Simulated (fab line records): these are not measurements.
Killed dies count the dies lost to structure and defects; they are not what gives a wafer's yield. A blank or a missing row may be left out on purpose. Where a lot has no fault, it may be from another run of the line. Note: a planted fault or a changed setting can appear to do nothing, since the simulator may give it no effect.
fab line records :: flow n5_finfet :: part 2 of 2: steps 22 to 27 of 27
record:
  lots: 5
  wafers: 15
  last_day: 17
route steps=1938 shown BEOL_M10@1483
lots untouched by any fault: they come from a run of this same line in which no faults occurred
start_h: start of the lot's first displayed wafer, in hours after the record's first day :: wait_h: hours since the lot's step before :: " the same as in the row above :: L1.1+2: several wafers, shown together as one row :: - either no value or no given start :: * or withheld: withheld :: < > ~ a bound
route shown NAME@n: NAME is a module with steps in the file, n the number in the route of the first one :: usual: mean and standard deviation over wafers with no fault :: same: alike in all rows :: chamber/n: place in a boat :: sites: readings site by site :: _std_site: standard deviation across them :: _edge_site: inner sites' mean taken away from outer sites' mean :: radius_mm: for every site, how far away it sits from the centre of the wafer :: mask NAME#n: copy n :: behind: tool/chamber where the wafer was last shaped :: hold: reason for holding the lot/hours on hold/outcome of the hold :: device: whichever transistor did not switch (one of n, p or np) :: end of line: tests run on the same wafers once the route is complete :: a step with no rows: only its recipe :: killed: dies lost to structure and defects at the first sort, not the wafer's yield :: map: the dies of a wafer, with x for killed, . for not killed, _ for no die there
set.NAME: setting as actually run; set.NAME@STEP: the setting as run at that earlier step :: model.NAME: the simulator's own value behind a step, which no gauge read
lots at some steps of the route; a table a step, a row a wafer
services: from which hour (start_h, from the record's first day; less than 0 if before it) a tool's chamber was out of use, for how many hours, and why
== steps ==
step: N5_BEOL_M10_INSPECT_30
recipe:
  mode: adi
  inspect_instrument: brightfield
usual:
  raw_defect_count: 425/110
lot.wafer: L075.3
tool: defect_inspect-02
chamber: -
start_h: 238.95
wait_h: 0.0
raw_defect_count: 367

lot.wafer: L075.4
tool: defect_inspect-02
chamber: -
start_h: 238.95
wait_h: 0.0
raw_defect_count: 542

lot.wafer: L075.5
tool: defect_inspect-02
chamber: -
start_h: 238.95
wait_h: 0.0
raw_defect_count: 639

lot.wafer: L074.1
tool: defect_inspect-02
chamber: -
start_h: 242.71
wait_h: 0.0
raw_defect_count: 425

lot.wafer: L074.4
tool: defect_inspect-02
chamber: -
start_h: 242.71
wait_h: 0.0
raw_defect_count: 483

lot.wafer: L074.6
tool: defect_inspect-02
chamber: -
start_h: 242.71
wait_h: 0.0
raw_defect_count: 464

lot.wafer: L083.2
tool: defect_inspect-01
chamber: -
start_h: 313.68
wait_h: 0.0
raw_defect_count: 482

lot.wafer: L083.3
tool: defect_inspect-01
chamber: -
start_h: 313.68
wait_h: 0.0
raw_defect_count: 503

lot.wafer: L083.6
tool: defect_inspect-01
chamber: -
start_h: 313.68
wait_h: 0.0
raw_defect_count: 398

lot.wafer: L088.1
tool: defect_inspect-02
chamber: -
start_h: 338.48
wait_h: 0.0
raw_defect_count: 493

lot.wafer: L088.4
tool: defect_inspect-02
chamber: -
start_h: 338.48
wait_h: 0.0
raw_defect_count: 377

lot.wafer: L088.6
tool: defect_inspect-02
chamber: -
start_h: 338.48
wait_h: 0.0
raw_defect_count: 427

lot.wafer: L091.3
tool: defect_inspect-01
chamber: -
start_h: 359.32
wait_h: 0.0
raw_defect_count: 634

lot.wafer: L091.5
tool: defect_inspect-01
chamber: -
start_h: 359.32
wait_h: 0.0
raw_defect_count: 405

lot.wafer: L091.6
tool: defect_inspect-01
chamber: -
start_h: 359.32
wait_h: 0.0
raw_defect_count: 567
step: N5_BEOL_M10_DESCUM_33
recipe:
  chemistry: O2
  time_s: 7.9
  source_power_w: 50
  bias_power_w: 20
  pressure_mtorr: 20
  rf_frequency_hz: 2.712e+07
  temp_c: 40
  resist: CAR-ArF
  o2_flow_sccm: 225
usual:
  drypump_motor_current_A: 5.5/0.34
  o2_flow_sccm: 225.1/0.7
  oes_product_au: 0.80/0.054
  rf_vpp_V: 243.5/1.5
  showerhead_plenum_p_Torr: 2.11/0.085
  throttle_valve_pct: 20.41/0.15
lot.wafer: L075.3
tool: rie_diel-03
chamber: 0
start_h: 239.33
wait_h: 0.4
drypump_motor_current_A: 5.4
o2_flow_sccm: 223.1
oes_product_au: 0.74
rf_hours_counter_h: 149
rf_vpp_V: 242.0
showerhead_plenum_p_Torr: 2.03
throttle_valve_pct: 20.59

lot.wafer: L075.4
tool: rie_diel-03
chamber: 3
start_h: 239.33
wait_h: 0.4
drypump_motor_current_A: 5.5
o2_flow_sccm: 226.3
oes_product_au: 0.78
rf_hours_counter_h: 107
rf_vpp_V: 244.1
showerhead_plenum_p_Torr: 2.19
throttle_valve_pct: 20.23

lot.wafer: L075.5
tool: rie_diel-03
chamber: 2
start_h: 239.33
wait_h: 0.4
drypump_motor_current_A: 5.6
o2_flow_sccm: 225.3
oes_product_au: 0.73
rf_hours_counter_h: -
rf_vpp_V: 241.1
showerhead_plenum_p_Torr: 2.00
throttle_valve_pct: 20.52

lot.wafer: L074.1
tool: rie_diel-04
chamber: 0
start_h: 242.75
wait_h: 0.0
drypump_motor_current_A: 5.1
o2_flow_sccm: 225.6
oes_product_au: 0.91
rf_hours_counter_h: 7
rf_vpp_V: 241.9
showerhead_plenum_p_Torr: 2.07
throttle_valve_pct: 20.52

lot.wafer: L074.4
tool: rie_diel-04
chamber: 2
start_h: 242.75
wait_h: 0.0
drypump_motor_current_A: 5.4
o2_flow_sccm: 225.5
oes_product_au: 0.80
rf_hours_counter_h: 113
rf_vpp_V: 243.4
showerhead_plenum_p_Torr: 2.10
throttle_valve_pct: 20.12

lot.wafer: L074.6
tool: rie_diel-04
chamber: 2
start_h: 242.75
wait_h: 0.0
drypump_motor_current_A: 5.4
o2_flow_sccm: 223.8
oes_product_au: 0.80
rf_hours_counter_h: -
rf_vpp_V: 242.8
showerhead_plenum_p_Torr: 2.10
throttle_valve_pct: 20.13

lot.wafer: L083.2
tool: rie_diel-04
chamber: 0
start_h: 313.71
wait_h: 0.0
drypump_motor_current_A: 5.1
o2_flow_sccm: 225.0
oes_product_au: 0.86
rf_hours_counter_h: 30
rf_vpp_V: 244.1
showerhead_plenum_p_Torr: 2.06
throttle_valve_pct: 20.55

lot.wafer: L083.3
tool: rie_diel-04
chamber: 3
start_h: 313.71
wait_h: 0.0
drypump_motor_current_A: 5.9
o2_flow_sccm: 224.2
oes_product_au: 0.85
rf_hours_counter_h: 52
rf_vpp_V: 245.7
showerhead_plenum_p_Torr: 2.21
throttle_valve_pct: 20.44

lot.wafer: L083.6
tool: rie_diel-04
chamber: 0
start_h: 313.71
wait_h: 0.0
drypump_motor_current_A: 5.1
o2_flow_sccm: 225.2
oes_product_au: 0.85
rf_hours_counter_h: -
rf_vpp_V: 243.3
showerhead_plenum_p_Torr: 2.06
throttle_valve_pct: 20.55

lot.wafer: L088.1
tool: rie_diel-01
chamber: 3
start_h: 338.64
wait_h: 0.2
drypump_motor_current_A: 4.9
o2_flow_sccm: 225.5
oes_product_au: 0.83
rf_hours_counter_h: 88
rf_vpp_V: 243.5
showerhead_plenum_p_Torr: 2.12
throttle_valve_pct: 20.27

lot.wafer: L088.4
tool: rie_diel-01
chamber: 2
start_h: 338.64
wait_h: 0.2
drypump_motor_current_A: 6.0
o2_flow_sccm: 223.8
oes_product_au: 0.90
rf_hours_counter_h: 38
rf_vpp_V: 245.0
showerhead_plenum_p_Torr: 2.21
throttle_valve_pct: 20.36

lot.wafer: L088.6
tool: rie_diel-01
chamber: 1
start_h: 338.64
wait_h: 0.2
drypump_motor_current_A: 5.2
o2_flow_sccm: 224.0
oes_product_au: 0.84
rf_hours_counter_h: -
rf_vpp_V: 245.1
showerhead_plenum_p_Torr: 2.13
throttle_valve_pct: 20.29

lot.wafer: L091.3
tool: rie_diel-03
chamber: 2
start_h: 359.35
wait_h: 0.0
drypump_motor_current_A: 5.6
o2_flow_sccm: 224.8
oes_product_au: 0.70
rf_hours_counter_h: 181
rf_vpp_V: 242.3
showerhead_plenum_p_Torr: 1.99
throttle_valve_pct: 20.59

lot.wafer: L091.5
tool: rie_diel-03
chamber: 3
start_h: 359.35
wait_h: 0.0
drypump_motor_current_A: 5.5
o2_flow_sccm: 224.6
oes_product_au: 0.74
rf_hours_counter_h: -
rf_vpp_V: 244.3
showerhead_plenum_p_Torr: 2.18
throttle_valve_pct: 20.29

lot.wafer: L091.6
tool: rie_diel-03
chamber: 0
start_h: 359.35
wait_h: 0.0
drypump_motor_current_A: 5.4
o2_flow_sccm: 224.0
oes_product_au: 0.71
rf_hours_counter_h: -
rf_vpp_V: 243.1
showerhead_plenum_p_Torr: 2.01
throttle_valve_pct: 20.64
step: N5_BEOL_M10_ETCH_65
recipe:
  chemistry: CF4
  target: SiARC
  target_depth_a: 390
  mask_material: CAR-ArF
  time_s: 65
  ion_energy_ev: 80
  pressure_mtorr: 40
  source_w: 545
  bias_w: 36
  Ar_flow_sccm: 100
  cf4_flow_sccm: 100
  ends: cleared
usual:
  drypump_motor_current_A: 5.5/0.33
  etch_rf_on_time_s: 64.6/1.8
  oes_product_au: 0.69/0.049
  rf_vpp_V: 184.2/1.3
  showerhead_plenum_p_Torr: 2.16/0.083
  throttle_valve_pct: 15.56/0.16
lot.wafer: L075.3
tool: rie_diel-03
chamber: 0
start_h: 239.36
wait_h: 0.0
drypump_motor_current_A: 5.3
etch_rf_on_time_s: 67.2
oes_product_au: 0.64
rf_hours_counter_h: 149
rf_vpp_V: 183.0
showerhead_plenum_p_Torr: 2.06
throttle_valve_pct: 15.64

lot.wafer: L075.4
tool: rie_diel-03
chamber: 3
start_h: 239.36
wait_h: 0.0
drypump_motor_current_A: 5.5
etch_rf_on_time_s: 66.8
oes_product_au: 0.65
rf_hours_counter_h: 107
rf_vpp_V: 185.5
showerhead_plenum_p_Torr: 2.25
throttle_valve_pct: 15.52

lot.wafer: L075.5
tool: rie_diel-03
chamber: 2
start_h: 239.36
wait_h: 0.0
drypump_motor_current_A: 5.6
etch_rf_on_time_s: 63.6
oes_product_au: 0.64
rf_hours_counter_h: -
rf_vpp_V: 183.9
showerhead_plenum_p_Torr: 2.05
throttle_valve_pct: 15.70

lot.wafer: L074.1
tool: rie_diel-04
chamber: 0
start_h: 242.78
wait_h: 0.0
drypump_motor_current_A: 5.1
etch_rf_on_time_s: 63.8
oes_product_au: 0.79
rf_hours_counter_h: 7
rf_vpp_V: 183.6
showerhead_plenum_p_Torr: 2.11
throttle_valve_pct: 15.49

lot.wafer: L074.4
tool: rie_diel-04
chamber: 2
start_h: 242.78
wait_h: 0.0
drypump_motor_current_A: 5.5
etch_rf_on_time_s: 67.3
oes_product_au: 0.67
rf_hours_counter_h: 113
rf_vpp_V: 183.3
showerhead_plenum_p_Torr: 2.15
throttle_valve_pct: 15.33

lot.wafer: L074.6
tool: rie_diel-04
chamber: 2
start_h: 242.78
wait_h: 0.0
drypump_motor_current_A: 5.4
etch_rf_on_time_s: 67.1
oes_product_au: 0.67
rf_hours_counter_h: -
rf_vpp_V: 182.6
showerhead_plenum_p_Torr: 2.15
throttle_valve_pct: 15.31

lot.wafer: L083.2
tool: rie_diel-04
chamber: 0
start_h: 313.75
wait_h: 0.0
drypump_motor_current_A: 5.1
etch_rf_on_time_s: 63.9
oes_product_au: 0.74
rf_hours_counter_h: 30
rf_vpp_V: 184.4
showerhead_plenum_p_Torr: 2.10
throttle_valve_pct: 15.56

lot.wafer: L083.3
tool: rie_diel-04
chamber: 3
start_h: 313.75
wait_h: 0.0
drypump_motor_current_A: 5.9
etch_rf_on_time_s: 63.7
oes_product_au: 0.75
rf_hours_counter_h: 52
rf_vpp_V: 184.7
showerhead_plenum_p_Torr: 2.26
throttle_valve_pct: 15.64

lot.wafer: L083.6
tool: rie_diel-04
chamber: 0
start_h: 313.75
wait_h: 0.0
drypump_motor_current_A: 5.1
etch_rf_on_time_s: 64.8
oes_product_au: 0.74
rf_hours_counter_h: -
rf_vpp_V: 183.6
showerhead_plenum_p_Torr: 2.10
throttle_valve_pct: 15.56

lot.wafer: L088.1
tool: rie_diel-01
chamber: 3
start_h: 338.67
wait_h: 0.0
drypump_motor_current_A: 5.0
etch_rf_on_time_s: 63.3
oes_product_au: 0.71
rf_hours_counter_h: 88
rf_vpp_V: 184.2
showerhead_plenum_p_Torr: 2.16
throttle_valve_pct: 15.50

lot.wafer: L088.4
tool: rie_diel-01
chamber: 2
start_h: 338.67
wait_h: 0.0
drypump_motor_current_A: 5.9
etch_rf_on_time_s: 63.5
oes_product_au: 0.76
rf_hours_counter_h: 38
rf_vpp_V: 186.6
showerhead_plenum_p_Torr: 2.27
throttle_valve_pct: 15.50

lot.wafer: L088.6
tool: rie_diel-01
chamber: 1
start_h: 338.67
wait_h: 0.0
drypump_motor_current_A: 5.3
etch_rf_on_time_s: 64.2
oes_product_au: 0.71
rf_hours_counter_h: -
rf_vpp_V: 185.0
showerhead_plenum_p_Torr: 2.18
throttle_valve_pct: 15.47

lot.wafer: L091.3
tool: rie_diel-03
chamber: 2
start_h: 359.39
wait_h: 0.0
drypump_motor_current_A: 5.6
etch_rf_on_time_s: 64.3
oes_product_au: 0.61
rf_hours_counter_h: 181
rf_vpp_V: 181.8
showerhead_plenum_p_Torr: 2.04
throttle_valve_pct: 15.76

lot.wafer: L091.5
tool: rie_diel-03
chamber: 3
start_h: 359.39
wait_h: 0.0
drypump_motor_current_A: 5.5
etch_rf_on_time_s: 68.1
oes_product_au: 0.62
rf_hours_counter_h: -
rf_vpp_V: 184.2
showerhead_plenum_p_Torr: 2.23
throttle_valve_pct: 15.58

lot.wafer: L091.6
tool: rie_diel-03
chamber: 0
start_h: 359.39
wait_h: 0.0
drypump_motor_current_A: 5.4
etch_rf_on_time_s: 68.2
oes_product_au: 0.61
rf_hours_counter_h: -
rf_vpp_V: 183.5
showerhead_plenum_p_Torr: 2.05
throttle_valve_pct: 15.73
step: N5_BEOL_M10_ETCH_66
recipe:
  chemistry: N2/H2
  target: SOC
  target_depth_a: 1200
  overetch_a: 240
  mask_material: SiARC
  temp_c: 40
  time_s: 180
  ion_energy_ev: 200
  pressure_mtorr: 30
  source_w: 840
  bias_w: 150
  n2_flow_sccm: 200
  h2_flow_sccm: 200
usual:
  drypump_motor_current_A: 5.5/0.34
  h2_flow_sccm: 200.0/0.61
  oes_product_au: 0.65/0.04
  rf_vpp_V: 524.4/2.9
  showerhead_plenum_p_Torr: 2.56/0.1
  throttle_valve_pct: 17.74/0.2
lot.wafer: L075.3
tool: rie_diel-03
chamber: 0
start_h: 239.41
wait_h: 0.0
drypump_motor_current_A: 5.3
h2_flow_sccm: 200.2
oes_product_au: 0.61
rf_hours_counter_h: 149
rf_vpp_V: 520.6
showerhead_plenum_p_Torr: 2.45
throttle_valve_pct: 17.80

lot.wafer: L075.4
tool: rie_diel-03
chamber: 3
start_h: 239.41
wait_h: 0.0
drypump_motor_current_A: 5.5
h2_flow_sccm: 200.0
oes_product_au: 0.63
rf_hours_counter_h: 107
rf_vpp_V: 527.0
showerhead_plenum_p_Torr: 2.67
throttle_valve_pct: 17.64

lot.wafer: L075.5
tool: rie_diel-03
chamber: 2
start_h: 239.41
wait_h: 0.0
drypump_motor_current_A: 5.6
h2_flow_sccm: 199.7
oes_product_au: 0.61
rf_hours_counter_h: -
rf_vpp_V: 521.2
showerhead_plenum_p_Torr: 2.45
throttle_valve_pct: 17.98

lot.wafer: L074.1
tool: rie_diel-04
chamber: 0
start_h: 242.83
wait_h: 0.0
drypump_motor_current_A: 5.1
h2_flow_sccm: 200.3
oes_product_au: 0.74
rf_hours_counter_h: 7
rf_vpp_V: 522.3
showerhead_plenum_p_Torr: 2.48
throttle_valve_pct: 17.52

lot.wafer: L074.4
tool: rie_diel-04
chamber: 2
start_h: 242.83
wait_h: 0.0
drypump_motor_current_A: 5.5
h2_flow_sccm: 200.1
oes_product_au: 0.64
rf_hours_counter_h: 113
rf_vpp_V: 524.8
showerhead_plenum_p_Torr: 2.55
throttle_valve_pct: 17.42

lot.wafer: L074.6
tool: rie_diel-04
chamber: 2
start_h: 242.83
wait_h: 0.0
drypump_motor_current_A: 5.4
h2_flow_sccm: 201.1
oes_product_au: 0.65
rf_hours_counter_h: -
rf_vpp_V: 525.8
showerhead_plenum_p_Torr: 2.55
throttle_valve_pct: 17.43

lot.wafer: L083.2
tool: rie_diel-04
chamber: 0
start_h: 313.80
wait_h: 0.0
drypump_motor_current_A: 5.1
h2_flow_sccm: 201.0
oes_product_au: 0.70
rf_hours_counter_h: 30
rf_vpp_V: 521.9
showerhead_plenum_p_Torr: 2.47
throttle_valve_pct: 17.57

lot.wafer: L083.3
tool: rie_diel-04
chamber: 3
start_h: 313.80
wait_h: 0.0
drypump_motor_current_A: 5.9
h2_flow_sccm: 199.9
oes_product_au: 0.69
rf_hours_counter_h: 52
rf_vpp_V: 528.0
showerhead_plenum_p_Torr: 2.69
throttle_valve_pct: 17.91

lot.wafer: L083.6
tool: rie_diel-04
chamber: 0
start_h: 313.80
wait_h: 0.0
drypump_motor_current_A: 5.1
h2_flow_sccm: 200.7
oes_product_au: 0.70
rf_hours_counter_h: -
rf_vpp_V: 522.2
showerhead_plenum_p_Torr: 2.47
throttle_valve_pct: 17.58

lot.wafer: L088.1
tool: rie_diel-01
chamber: 3
start_h: 338.72
wait_h: 0.0
drypump_motor_current_A: 5.0
h2_flow_sccm: 200.0
oes_product_au: 0.67
rf_hours_counter_h: 88
rf_vpp_V: 524.3
showerhead_plenum_p_Torr: 2.55
throttle_valve_pct: 17.59

lot.wafer: L088.4
tool: rie_diel-01
chamber: 2
start_h: 338.72
wait_h: 0.0
drypump_motor_current_A: 6.0
h2_flow_sccm: 199.2
oes_product_au: 0.72
rf_hours_counter_h: 38
rf_vpp_V: 527.4
showerhead_plenum_p_Torr: 2.69
throttle_valve_pct: 17.81

lot.wafer: L088.6
tool: rie_diel-01
chamber: 1
start_h: 338.72
wait_h: 0.0
drypump_motor_current_A: 5.2
h2_flow_sccm: 199.9
oes_product_au: 0.67
rf_hours_counter_h: -
rf_vpp_V: 524.8
showerhead_plenum_p_Torr: 2.59
throttle_valve_pct: 17.68

lot.wafer: L091.3
tool: rie_diel-03
chamber: 2
start_h: 359.44
wait_h: 0.0
drypump_motor_current_A: 5.5
h2_flow_sccm: 199.9
oes_product_au: 0.57
rf_hours_counter_h: 181
rf_vpp_V: 520.2
showerhead_plenum_p_Torr: 2.43
throttle_valve_pct: 18.06

lot.wafer: L091.5
tool: rie_diel-03
chamber: 3
start_h: 359.44
wait_h: 0.0
drypump_motor_current_A: 5.5
h2_flow_sccm: 199.5
oes_product_au: 0.60
rf_hours_counter_h: -
rf_vpp_V: 526.5
showerhead_plenum_p_Torr: 2.65
throttle_valve_pct: 17.72

lot.wafer: L091.6
tool: rie_diel-03
chamber: 0
start_h: 359.44
wait_h: 0.0
drypump_motor_current_A: 5.3
h2_flow_sccm: 199.2
oes_product_au: 0.58
rf_hours_counter_h: -
rf_vpp_V: 521.6
showerhead_plenum_p_Torr: 2.43
throttle_valve_pct: 17.89
step: N5_BEOL_M10_STRIP_69
recipe:
  chemistry: N2/H2
  temp_c: 40
  n2_flow_sccm: 200
  h2_flow_sccm: 200
  rf_frequency_hz: 6e+07
lot.wafer: L075.3+4+5
tool: rie_diel-03
chamber: 0,3,2
start_h: 239.53
wait_h: 0.1

lot.wafer: L074.1+4+6
tool: rie_diel-04
chamber: 0,2,2
start_h: 242.95
wait_h: 0.1

lot.wafer: L083.2+3+6
tool: rie_diel-04
chamber: 0,3,0
start_h: 313.91
wait_h: 0.1

lot.wafer: L088.1+4+6
tool: rie_diel-01
chamber: 3,2,1
start_h: 338.84
wait_h: 0.1

lot.wafer: L091.3+5+6
tool: rie_diel-03
chamber: 2,3,0
start_h: 359.55
wait_h: 0.1
step: N5_BEOL_M10_VIA_ETCH_34
recipe:
  chemistry: C4F6/O2
  target: SiCOH_lowk
  target_depth_a: 1845
  mask_material: SOC
  taper_deg: 4
  time_s: 69.2
  ion_energy_ev: 250
  pressure_mtorr: 30
  source_w: 345
  bias_w: 185
  Ar_flow_sccm: 300
  C4F6_flow_sccm: 10
  O2_flow_sccm: 10
usual:
  drypump_motor_current_A: 5.5/0.34
  oes_product_au: 0.80/0.054
  rf_vpp_V: 663/11
  showerhead_plenum_p_Torr: 2.87/0.11
  throttle_valve_pct: 20.86/0.16
lot.wafer: L075.3
tool: rie_diel-03
chamber: 0
start_h: 239.54
wait_h: 0.0
drypump_motor_current_A: 5.4
oes_product_au: 0.75
rf_hours_counter_h: 149
rf_vpp_V: 686
showerhead_plenum_p_Torr: 2.74
throttle_valve_pct: 20.92

lot.wafer: L075.4
tool: rie_diel-03
chamber: 3
start_h: 239.54
wait_h: 0.0
drypump_motor_current_A: 5.5
oes_product_au: 0.77
rf_hours_counter_h: 107
rf_vpp_V: 652
showerhead_plenum_p_Torr: 2.97
throttle_valve_pct: 20.69

lot.wafer: L075.5
tool: rie_diel-03
chamber: 2
start_h: 239.54
wait_h: 0.0
drypump_motor_current_A: 5.6
oes_product_au: 0.74
rf_hours_counter_h: -
rf_vpp_V: 652
showerhead_plenum_p_Torr: 2.74
throttle_valve_pct: 21.05

lot.wafer: L074.1
tool: rie_diel-04
chamber: 0
start_h: 242.96
wait_h: 0.0
drypump_motor_current_A: 5.1
oes_product_au: 0.92
rf_hours_counter_h: 7
rf_vpp_V: 664
showerhead_plenum_p_Torr: 2.81
throttle_valve_pct: 20.93

lot.wafer: L074.4
tool: rie_diel-04
chamber: 2
start_h: 242.96
wait_h: 0.0
drypump_motor_current_A: 5.5
oes_product_au: 0.79
rf_hours_counter_h: 113
rf_vpp_V: 663
showerhead_plenum_p_Torr: 2.87
throttle_valve_pct: 20.64

lot.wafer: L074.6
tool: rie_diel-04
chamber: 2
start_h: 242.96
wait_h: 0.0
drypump_motor_current_A: 5.4
oes_product_au: 0.79
rf_hours_counter_h: -
rf_vpp_V: 664
showerhead_plenum_p_Torr: 2.87
throttle_valve_pct: 20.67

lot.wafer: L083.2
tool: rie_diel-04
chamber: 0
start_h: 313.92
wait_h: 0.0
drypump_motor_current_A: 5.1
oes_product_au: 0.86
rf_hours_counter_h: 30
rf_vpp_V: 664
showerhead_plenum_p_Torr: 2.80
throttle_valve_pct: 20.96

lot.wafer: L083.3
tool: rie_diel-04
chamber: 3
start_h: 313.92
wait_h: 0.0
drypump_motor_current_A: 5.9
oes_product_au: 0.85
rf_hours_counter_h: 52
rf_vpp_V: 650
showerhead_plenum_p_Torr: 2.99
throttle_valve_pct: 20.92

lot.wafer: L083.6
tool: rie_diel-04
chamber: 0
start_h: 313.92
wait_h: 0.0
drypump_motor_current_A: 5.1
oes_product_au: 0.85
rf_hours_counter_h: -
rf_vpp_V: 663
showerhead_plenum_p_Torr: 2.80
throttle_valve_pct: 20.96

lot.wafer: L088.1
tool: rie_diel-01
chamber: 3
start_h: 338.85
wait_h: 0.0
drypump_motor_current_A: 4.9
oes_product_au: 0.83
rf_hours_counter_h: 88
rf_vpp_V: 656
showerhead_plenum_p_Torr: 2.87
throttle_valve_pct: 20.73

lot.wafer: L088.4
tool: rie_diel-01
chamber: 2
start_h: 338.85
wait_h: 0.0
drypump_motor_current_A: 5.9
oes_product_au: 0.90
rf_hours_counter_h: 38
rf_vpp_V: 651
showerhead_plenum_p_Torr: 3.01
throttle_valve_pct: 20.89

lot.wafer: L088.6
tool: rie_diel-01
chamber: 1
start_h: 338.85
wait_h: 0.0
drypump_motor_current_A: 5.2
oes_product_au: 0.84
rf_hours_counter_h: -
rf_vpp_V: 662
showerhead_plenum_p_Torr: 2.89
throttle_valve_pct: 20.76

lot.wafer: L091.3
tool: rie_diel-03
chamber: 2
start_h: 359.56
wait_h: 0.0
drypump_motor_current_A: 5.6
oes_product_au: 0.72
rf_hours_counter_h: 181
rf_vpp_V: 652
showerhead_plenum_p_Torr: 2.72
throttle_valve_pct: 21.12

lot.wafer: L091.5
tool: rie_diel-03
chamber: 3
start_h: 359.56
wait_h: 0.0
drypump_motor_current_A: 5.5
oes_product_au: 0.73
rf_hours_counter_h: -
rf_vpp_V: 652
showerhead_plenum_p_Torr: 2.95
throttle_valve_pct: 20.76

lot.wafer: L091.6
tool: rie_diel-03
chamber: 0
start_h: 359.56
wait_h: 0.0
drypump_motor_current_A: 5.3
oes_product_au: 0.71
rf_hours_counter_h: -
rf_vpp_V: 685
showerhead_plenum_p_Torr: 2.72
throttle_valve_pct: 20.97
== services ==
tool: arfi_scanner-02
chamber: -
start_h: 219.44
hours: 0.8
kind: pm

tool: rie_metal-01
chamber: -
start_h: 224.85
hours: 1.7
kind: repair

tool: arfi_scanner-01
chamber: -
start_h: 233.46
hours: 6.1
kind: repair

tool: arfi_scanner-01
chamber: -
start_h: 241.71
hours: 0.7
kind: repair

tool: arfi_scanner-01
chamber: -
start_h: 245.05
hours: 1.0
kind: pm

tool: arfi_scanner-02
chamber: -
start_h: 245.79
hours: 0.2
kind: repair

tool: rie_diel-01
chamber: 2
start_h: 246.55
hours: 8.5
kind: repair

tool: arfi_scanner-02
chamber: -
start_h: 259.05
hours: 1.3
kind: pm

tool: arfi_scanner-02
chamber: -
start_h: 260.82
hours: 7.1
kind: repair

tool: arfi_scanner-03
chamber: -
start_h: 272.93
hours: 1.3
kind: pm

tool: arfi_scanner-01
chamber: -
start_h: 283.52
hours: 1.3
kind: pm

tool: arfi_scanner-02
chamber: -
start_h: 286.19
hours: 1.0
kind: pm

tool: rie_diel-01
chamber: 1
start_h: 287.24
hours: 4.2
kind: repair

tool: rie_metal-01
chamber: -
start_h: 288.34
hours: 0.1
kind: repair

tool: rie_metal-03
chamber: 0
start_h: 299.21
hours: 7.3
kind: repair

tool: arfi_scanner-03
chamber: -
start_h: 306.43
hours: 0.8
kind: pm

tool: rie_diel-03
chamber: 3
start_h: 307.29
hours: 5.7
kind: repair

tool: arfi_scanner-02
chamber: -
start_h: 310.61
hours: 1.0
kind: pm

tool: rie_metal-02
chamber: 0
start_h: 315.18
hours: 2.7
kind: repair

tool: rie_diel-04
chamber: 2
start_h: 323.48
hours: 19.8
kind: repair

tool: arfi_scanner-03
chamber: -
start_h: 337.17
hours: 2.5
kind: repair

tool: rie_metal-03
chamber: 1
start_h: 346.76
hours: 4.3
kind: repair

tool: arfi_scanner-02
chamber: -
start_h: 352.41
hours: 1.0
kind: repair

tool: arfi_scanner-02
chamber: -
start_h: 354.94
hours: 3.1
kind: pm
